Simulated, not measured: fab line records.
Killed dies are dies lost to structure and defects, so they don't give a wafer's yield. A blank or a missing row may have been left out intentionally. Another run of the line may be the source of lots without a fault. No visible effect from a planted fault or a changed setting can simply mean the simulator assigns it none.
Which tool did it? :: flow n5_finfet :: 29 wafers from 10 lots sampled at 5 of the route's 1938 steps

WHAT THE GAUGES SHOWED, per wafer
N5_BEOL_M3_INSPECT_59: inspects for defects (darkfield). Usual: raw_defect_count at 70, with a standard deviation of 21.
lot: L515
measured: day 9 01:29
on: defect_inspect-01
raw_defect_count: 62 88 100
flag: 

lot: L516
measured: day 9 11:01
on: defect_inspect-02
raw_defect_count: 77 46 53
flag: 

lot: L517
measured: day 9 16:02
on: defect_inspect-01
raw_defect_count: 72 52 61
flag: 

lot: L518
measured: day 9 20:52
on: defect_inspect-01
raw_defect_count: 92 41 49
flag: 

lot: L523
measured: day 11 08:41
on: defect_inspect-02
raw_defect_count: 78 74 71
flag: 

lot: L527
measured: day 13 02:53
on: defect_inspect-02
raw_defect_count: 73 57
flag: 

lot: L530
measured: day 13 18:56
on: defect_inspect-01
raw_defect_count: 28 23 65
flag: 

lot: L532
measured: day 14 01:25
on: defect_inspect-02
raw_defect_count: 139 76 80
flag: 

lot: L533
measured: day 14 03:47
on: defect_inspect-02
raw_defect_count: 119 67 109
flag: 

lot: L535
measured: day 14 08:59
on: defect_inspect-01
raw_defect_count: 50 52 55
flag: 

N5_BEOL_M4_RC_MEAS_101. Usual: DIBL_N 36.3 mV/V, standard deviation 1.2; DIBL_P 36.3 mV/V, standard deviation 1.4; IOFF_N 0.160 nA/um, standard deviation 0.02; IOFF_P 0.210 nA/um, standard deviation 0.025; ION_N 675 uA/um, standard deviation 9.5; ION_P 462 uA/um, standard deviation 7; SS_N 71.5 mV/dec, standard deviation 0.53; SS_P 73.4 mV/dec, standard deviation 0.55; VT_N 249.5 mV, standard deviation 2.6; VT_P -250.1 mV, standard deviation 2.9.
lot: L515
measured: day 9 18:59
on: prober-01
DIBL_N (mV/V): 35.4 35.3 35.5
DIBL_P (mV/V): 37.2 36.7 36.8
IOFF_N (nA/um): 0.147 0.145 0.142
IOFF_P (nA/um): 0.184 0.182 0.176
ION_N (uA/um): 676 670 670
ION_P (uA/um): 449 456 454
SS_N (mV/dec): 71.5 71.5 72.1
SS_P (mV/dec): 72.9 73.2 73.9
VT_N (mV): 252.4 252.5 255.6
VT_P (mV): -253.0 -253.3 -251.6
flag: 

lot: L516
measured: day 10 00:52
on: prober-01
DIBL_N (mV/V): 37.5 37.3 39.3
DIBL_P (mV/V): 36.8 36.6 38.2
IOFF_N (nA/um): 0.145 0.143 0.168
IOFF_P (nA/um): 0.188 0.180 0.201
ION_N (uA/um): 653 662 665
ION_P (uA/um): 450 453 455
SS_N (mV/dec): 71.6 71.6 72.5
SS_P (mV/dec): 73.6 73.6 73.5
VT_N (mV): 254.1 252.0 250.0
VT_P (mV): -254.0 -252.6 -252.0
flag: 

lot: L517
measured: day 10 02:20
on: prober-02
DIBL_N (mV/V): 36.7 36.0 35.7
DIBL_P (mV/V): 37.4 36.1 35.6
IOFF_N (nA/um): 0.178 0.155 0.147
IOFF_P (nA/um): 0.258 0.236 0.217
ION_N (uA/um): 679 667 668
ION_P (uA/um): 466 460 460
SS_N (mV/dec): 71.6 71.6 71.5
SS_P (mV/dec): 74.1 73.8 73.6
VT_N (mV): 245.1 250.2 247.7
VT_P (mV): -243.4 -246.4 -246.2
flag: 

lot: L518
measured: day 10 05:20
on: prober-01
DIBL_N (mV/V): 37.9 37.2 36.4
DIBL_P (mV/V): 36.3 37.1 35.5
IOFF_N (nA/um): 0.179 0.172 0.152
IOFF_P (nA/um): 0.211 0.231 0.203
ION_N (uA/um): 692 684 677
ION_P (uA/um): 467 469 462
SS_N (mV/dec): 71.9 71.8 72.2
SS_P (mV/dec): 73.8 73.4 73.8
VT_N (mV): 249.8 250.0 251.3
VT_P (mV): -250.3 -247.6 -250.0
flag: 

lot: L523
measured: day 12 18:58
on: prober-02
DIBL_N (mV/V): 35.2 35.2 36.1
DIBL_P (mV/V): 34.7 36.1 36.3
IOFF_N (nA/um): 0.131 0.147 0.147
IOFF_P (nA/um): 0.185 0.210 0.188
ION_N (uA/um): 658 684 664
ION_P (uA/um): 450 468 453
SS_N (mV/dec): 71.7 70.9 71.8
SS_P (mV/dec): 73.8 73.9 73.7
VT_N (mV): 254.0 251.6 252.1
VT_P (mV): -251.0 -248.5 -253.5
flag: 

lot: L527
measured: day 14 05:22
on: prober-01
DIBL_N (mV/V): 35.2 37.0
DIBL_P (mV/V): 36.0 38.2
IOFF_N (nA/um): 0.150 0.183
IOFF_P (nA/um): 0.186 0.222
ION_N (uA/um): 678 688
ION_P (uA/um): 459 469
SS_N (mV/dec): 72.1 72.0
SS_P (mV/dec): 72.6 74.2
VT_N (mV): 249.7 247.0
VT_P (mV): -253.6 -250.8
flag: 

lot: L530
measured: day 15 02:28
on: prober-02
DIBL_N (mV/V): 36.9 39.5 38.2
DIBL_P (mV/V): 37.5 40.0 38.9
IOFF_N (nA/um): 0.162 0.206 0.186
IOFF_P (nA/um): 0.215 0.265 0.236
ION_N (uA/um): 668 685 674
ION_P (uA/um): 463 464 457
SS_N (mV/dec): 71.9 71.7 71.6
SS_P (mV/dec): 73.5 74.6 74.7
VT_N (mV): 250.5 248.3 249.9
VT_P (mV): -248.9 -246.1 -248.1
flag: 

lot: L532
measured: day 14 22:32
on: prober-01
DIBL_N (mV/V): 35.8 35.5 34.8
DIBL_P (mV/V): 36.4 34.8 34.7
IOFF_N (nA/um): 0.172 0.154 0.147
IOFF_P (nA/um): 0.200 0.179 0.184
ION_N (uA/um): 682 676 677
ION_P (uA/um): 461 458 464
SS_N (mV/dec): 70.8 71.4 70.5
SS_P (mV/dec): 73.0 73.1 72.1
VT_N (mV): 246.2 247.9 250.8
VT_P (mV): -253.4 -254.3 -251.8
flag: 

lot: L533
measured: day 15 08:37
on: prober-01
DIBL_N (mV/V): 36.0 35.2 35.2
DIBL_P (mV/V): 36.6 35.6 35.0
IOFF_N (nA/um): 0.165 0.144 0.141
IOFF_P (nA/um): 0.215 0.190 0.183
ION_N (uA/um): 682 674 679
ION_P (uA/um): 462 462 466
SS_N (mV/dec): 71.3 70.7 71.6
SS_P (mV/dec): 73.0 73.1 73.3
VT_N (mV): 247.6 250.9 252.5
VT_P (mV): -251.8 -250.1 -251.1
flag: 

lot: L535
measured: day 15 20:00
on: prober-01
DIBL_N (mV/V): 33.8 35.6 36.2
DIBL_P (mV/V): 35.9 36.3 37.2
IOFF_N (nA/um): 0.157 0.190 0.183
IOFF_P (nA/um): 0.187 0.194 0.204
ION_N (uA/um): 675 668 668
ION_P (uA/um): 459 452 452
SS_N (mV/dec): 70.8 71.2 71.7
SS_P (mV/dec): 73.3 73.7 74.0
VT_N (mV): 248.4 248.9 250.5
VT_P (mV): -252.7 -254.3 -252.4
flag: 

EACH LOT AND THE TOOL THAT RAN IT (in order: tool; ch and the chambers of the sampled wafers; start)
lot: L515
N5_BEOL_M3_PRE_CLEAN_60: cvd_co-02 ch 0,1,2, day 9 01:15
N5_BEOL_M4_DESCUM_16: rie_diel-06 ch 1,2, day 9 04:25
N5_BEOL_M4_ETCH_74: rie_diel-06 ch 1,2, day 9 04:27

lot: L516
N5_BEOL_M3_PRE_CLEAN_60: cvd_co-02 ch 0,2, day 9 10:46
N5_BEOL_M4_DESCUM_16: rie_diel-05 ch 1,2, day 9 15:07
N5_BEOL_M4_ETCH_74: rie_diel-05 ch 1,2, day 9 15:09

lot: L517
N5_BEOL_M3_PRE_CLEAN_60: cvd_co-02 ch 0,1,2, day 9 15:47
N5_BEOL_M4_DESCUM_16: rie_diel-06 ch 0,2,3, day 9 17:38
N5_BEOL_M4_ETCH_74: rie_diel-06 ch 0,2,3, day 9 17:40

lot: L518
N5_BEOL_M3_PRE_CLEAN_60: cvd_co-02 ch 0,1,2, day 9 20:37
N5_BEOL_M4_DESCUM_16: rie_diel-03 ch 0,1,2, day 9 22:46
N5_BEOL_M4_ETCH_74: rie_diel-03 ch 0,1,2, day 9 22:48

lot: L523
N5_BEOL_M3_PRE_CLEAN_60: cvd_co-01 ch 0,2, day 11 08:27
N5_BEOL_M4_DESCUM_16: rie_diel-05 ch 0,1, day 11 11:27
N5_BEOL_M4_ETCH_74: rie_diel-05 ch 0,1, day 11 11:29

lot: L527
N5_BEOL_M3_PRE_CLEAN_60: cvd_co-01 ch 2, day 13 02:38
N5_BEOL_M4_DESCUM_16: rie_diel-05 ch 0,2, day 13 04:14
N5_BEOL_M4_ETCH_74: rie_diel-05 ch 0,2, day 13 04:16

lot: L530
N5_BEOL_M3_PRE_CLEAN_60: cvd_co-01 ch 0,1, day 13 18:41
N5_BEOL_M4_DESCUM_16: rie_diel-05 ch 1,2,3, day 13 20:16
N5_BEOL_M4_ETCH_74: rie_diel-05 ch 1,2,3, day 13 20:17

lot: L532
N5_BEOL_M3_PRE_CLEAN_60: cvd_co-01 ch 0,2, day 14 01:10
N5_BEOL_M4_DESCUM_16: rie_diel-05 ch 1,2, day 14 03:43
N5_BEOL_M4_ETCH_74: rie_diel-05 ch 1,2, day 14 03:45

lot: L533
N5_BEOL_M3_PRE_CLEAN_60: cvd_co-01 ch 0,2, day 14 03:32
N5_BEOL_M4_DESCUM_16: rie_diel-06 ch 1,2, day 14 05:11
N5_BEOL_M4_ETCH_74: rie_diel-06 ch 1,2, day 14 05:13

lot: L535
N5_BEOL_M3_PRE_CLEAN_60: cvd_co-01 ch 0,1,2, day 14 08:44
N5_BEOL_M4_DESCUM_16: rie_diel-06 ch 0,2,3, day 14 10:59
N5_BEOL_M4_ETCH_74: rie_diel-06 ch 0,2,3, day 14 11:01
- N5_BEOL_M3_PRE_CLEAN_60: time 15 s.
- N5_BEOL_M4_DESCUM_16: chemistry O2, time 7 s.
- N5_BEOL_M4_ETCH_74: etches underlayer in N2/H2, target depth 6.5 nm, time 5.2 s.

WHAT THE TOOLS THEMSELVES READ (means of the sampled wafers that have a number; where no wafer has one, the mark that the record gives instead)
N5_BEOL_M3_PRE_CLEAN_60. Usual: heater_power_outer_w 21 W, standard deviation 6.9; heater_power_w 87 W, standard deviation 18.
lot: L515
tool: cvd_co-02
heater_power_outer_w (W): 24
heater_power_w (W): 102
flag: 

lot: L516
tool: cvd_co-02
heater_power_outer_w (W): 28
heater_power_w (W): 111
flag: 

lot: L517
tool: cvd_co-02
heater_power_outer_w (W): 24
heater_power_w (W): 102
flag: 

lot: L518
tool: cvd_co-02
heater_power_outer_w (W): 24
heater_power_w (W): 102
flag: 

lot: L523
tool: cvd_co-01
heater_power_outer_w (W): 14
heater_power_w (W): 70
flag: 

lot: L527
tool: cvd_co-01
heater_power_outer_w (W): 19
heater_power_w (W): 70
flag: 

lot: L530
tool: cvd_co-01
heater_power_outer_w (W): 16
heater_power_w (W): 78
flag: 

lot: L532
tool: cvd_co-01
heater_power_outer_w (W): 17
heater_power_w (W): 73
flag: 

lot: L533
tool: cvd_co-01
heater_power_outer_w (W): 17
heater_power_w (W): 70
flag: 

lot: L535
tool: cvd_co-01
heater_power_outer_w (W): 19
heater_power_w (W): 80
flag: 

N5_BEOL_M4_DESCUM_16. Usual: drypump_motor_current_A 5.52 A, standard deviation 0.22; oes_product_au 0.77 a.u., standard deviation 0.068; rf_vpp_V 242.8 V, standard deviation 1.3; showerhead_plenum_p_Torr 2.08 Torr, standard deviation 0.066; throttle_valve_pct 20.41 %, standard deviation 0.25.
lot: L515
tool: rie_diel-06
drypump_motor_current_A (A): 5.67
oes_product_au (a.u.): 0.76
rf_vpp_V (V): 243.6
showerhead_plenum_p_Torr (Torr): 2.10
throttle_valve_pct (%): 20.03
flag: 

lot: L516
tool: rie_diel-05
drypump_motor_current_A (A): 5.78
oes_product_au (a.u.): 0.79
rf_vpp_V (V): 243.1
showerhead_plenum_p_Torr (Torr): 2.10
throttle_valve_pct (%): 20.33
flag: 

lot: L517
tool: rie_diel-06
drypump_motor_current_A (A): 5.39
oes_product_au (a.u.): 0.75
rf_vpp_V (V): 242.8
showerhead_plenum_p_Torr (Torr): 2.06
throttle_valve_pct (%): 20.48
flag: 

lot: L518
tool: rie_diel-03
drypump_motor_current_A (A): 5.48
oes_product_au (a.u.): 0.78
rf_vpp_V (V): 242.0
showerhead_plenum_p_Torr (Torr): 2.04
throttle_valve_pct (%): 20.28
flag: 

lot: L523
tool: rie_diel-05
drypump_motor_current_A (A): 5.25
oes_product_au (a.u.): 0.79
rf_vpp_V (V): 244.1
showerhead_plenum_p_Torr (Torr): 2.16
throttle_valve_pct (%): 20.66
flag: 

lot: L527
tool: rie_diel-05
drypump_motor_current_A (A): 5.51
oes_product_au (a.u.): 0.70
rf_vpp_V (V): 244.2
showerhead_plenum_p_Torr (Torr): 2.12
throttle_valve_pct (%): 20.59
flag: 

lot: L530
tool: rie_diel-05
drypump_motor_current_A (A): 5.66
oes_product_au (a.u.): 0.81
rf_vpp_V (V): 242.3
showerhead_plenum_p_Torr (Torr): 2.10
throttle_valve_pct (%): 20.38
flag: 

lot: L532
tool: rie_diel-05
drypump_motor_current_A (A): 5.67
oes_product_au (a.u.): 0.81
rf_vpp_V (V): 243.3
showerhead_plenum_p_Torr (Torr): 2.11
throttle_valve_pct (%): 20.42
flag: 

lot: L533
tool: rie_diel-06
drypump_motor_current_A (A): 5.67
oes_product_au (a.u.): 0.73
rf_vpp_V (V): 243.3
showerhead_plenum_p_Torr (Torr): 2.08
throttle_valve_pct (%): 20.10
flag: 

lot: L535
tool: rie_diel-06
drypump_motor_current_A (A): 5.36
oes_product_au (a.u.): 0.72
rf_vpp_V (V): 242.4
showerhead_plenum_p_Torr (Torr): 2.05
throttle_valve_pct (%): 20.54
flag: 

N5_BEOL_M4_ETCH_74. Usual: drypump_motor_current_A 5.53 A, standard deviation 0.23; etch_rf_on_time_s 5.23 s, standard deviation 0.088; oes_product_au 0.66 a.u., standard deviation 0.058; rf_vpp_V 523.3 V, standard deviation 2.5; showerhead_plenum_p_Torr 2.52 Torr, standard deviation 0.078; throttle_valve_pct 17.83 %, standard deviation 0.2.
lot: L515
tool: rie_diel-06
drypump_motor_current_A (A): 5.68
etch_rf_on_time_s (s): 5.14
oes_product_au (a.u.): 0.66
rf_vpp_V (V): 523.5
showerhead_plenum_p_Torr (Torr): 2.55
throttle_valve_pct (%): 17.56
flag: 

lot: L516
tool: rie_diel-05
drypump_motor_current_A (A): 5.83
etch_rf_on_time_s (s): 5.29
oes_product_au (a.u.): 0.67
rf_vpp_V (V): 523.8
showerhead_plenum_p_Torr (Torr): 2.55
throttle_valve_pct (%): 17.73
flag: 

lot: L517
tool: rie_diel-06
drypump_motor_current_A (A): 5.40
etch_rf_on_time_s (s): 5.17
oes_product_au (a.u.): 0.63
rf_vpp_V (V): 523.1
showerhead_plenum_p_Torr (Torr): 2.49
throttle_valve_pct (%): 17.89
flag: 

lot: L518
tool: rie_diel-03
drypump_motor_current_A (A): 5.51
etch_rf_on_time_s (s): 5.28
oes_product_au (a.u.): 0.66
rf_vpp_V (V): 522.4
showerhead_plenum_p_Torr (Torr): 2.48
throttle_valve_pct (%): 17.71
flag: 

lot: L523
tool: rie_diel-05
drypump_motor_current_A (A): 5.28
etch_rf_on_time_s (s): 5.19
oes_product_au (a.u.): 0.67
rf_vpp_V (V): 525.0
showerhead_plenum_p_Torr (Torr): 2.62
throttle_valve_pct (%): 18.04
flag: 

lot: L527
tool: rie_diel-05
drypump_motor_current_A (A): 5.50
etch_rf_on_time_s (s): 6.18
oes_product_au (a.u.): 0.55
rf_vpp_V (V): 525.5
showerhead_plenum_p_Torr (Torr): 2.56
throttle_valve_pct (%): 17.95
flag: OFF

lot: L530
tool: rie_diel-05
drypump_motor_current_A (A): 5.69
etch_rf_on_time_s (s): 5.82
oes_product_au (a.u.): 0.66
rf_vpp_V (V): 523.6
showerhead_plenum_p_Torr (Torr): 2.55
throttle_valve_pct (%): 17.77
flag: OFF

lot: L532
tool: rie_diel-05
drypump_motor_current_A (A): 5.66
etch_rf_on_time_s (s): 5.78
oes_product_au (a.u.): 0.67
rf_vpp_V (V): 524.1
showerhead_plenum_p_Torr (Torr): 2.56
throttle_valve_pct (%): 17.82
flag: OFF

lot: L533
tool: rie_diel-06
drypump_motor_current_A (A): 5.67
etch_rf_on_time_s (s): 5.23
oes_product_au (a.u.): 0.62
rf_vpp_V (V): 523.9
showerhead_plenum_p_Torr (Torr): 2.54
throttle_valve_pct (%): 17.66
flag: 

lot: L535
tool: rie_diel-06
drypump_motor_current_A (A): 5.39
etch_rf_on_time_s (s): 5.21
oes_product_au (a.u.): 0.61
rf_vpp_V (V): 522.9
showerhead_plenum_p_Torr (Torr): 2.48
throttle_valve_pct (%): 17.98
flag: 

THE ANSWER, worked out from the rows above alone
Rule: a lot counts as off when the mean over its wafers that have a number is more than 3 standard deviations away from the usual mean. A lot without any number at a reading at which 4 lots or more have one is off too. All remaining lots with rows at the step are treated as sound. First the gauges in route order, then the tools' own readings, where a lot's mean is used as printed above. At the first step where some lot is off, the reading lying furthest off is the one used; lots without a number count as furthest.
Off: L527, L530, L532, at N5_BEOL_M4_ETCH_74 (etch_rf_on_time_s).
If a tool, at that step or one of the process steps before it, ran each lot that is off and ran no sound lot following the first of them, it fits. One fits: N5_BEOL_M4_DESCUM_16 and N5_BEOL_M4_ETCH_74 on rie_diel-05. At N5_BEOL_M4_DESCUM_16 its last sound lot is L523 (day 11 11:27), its first lot that is off L527 (day 13 04:14): a fault that began between those two fits.

WHAT WAS PUT IN BY THE SIMULATOR
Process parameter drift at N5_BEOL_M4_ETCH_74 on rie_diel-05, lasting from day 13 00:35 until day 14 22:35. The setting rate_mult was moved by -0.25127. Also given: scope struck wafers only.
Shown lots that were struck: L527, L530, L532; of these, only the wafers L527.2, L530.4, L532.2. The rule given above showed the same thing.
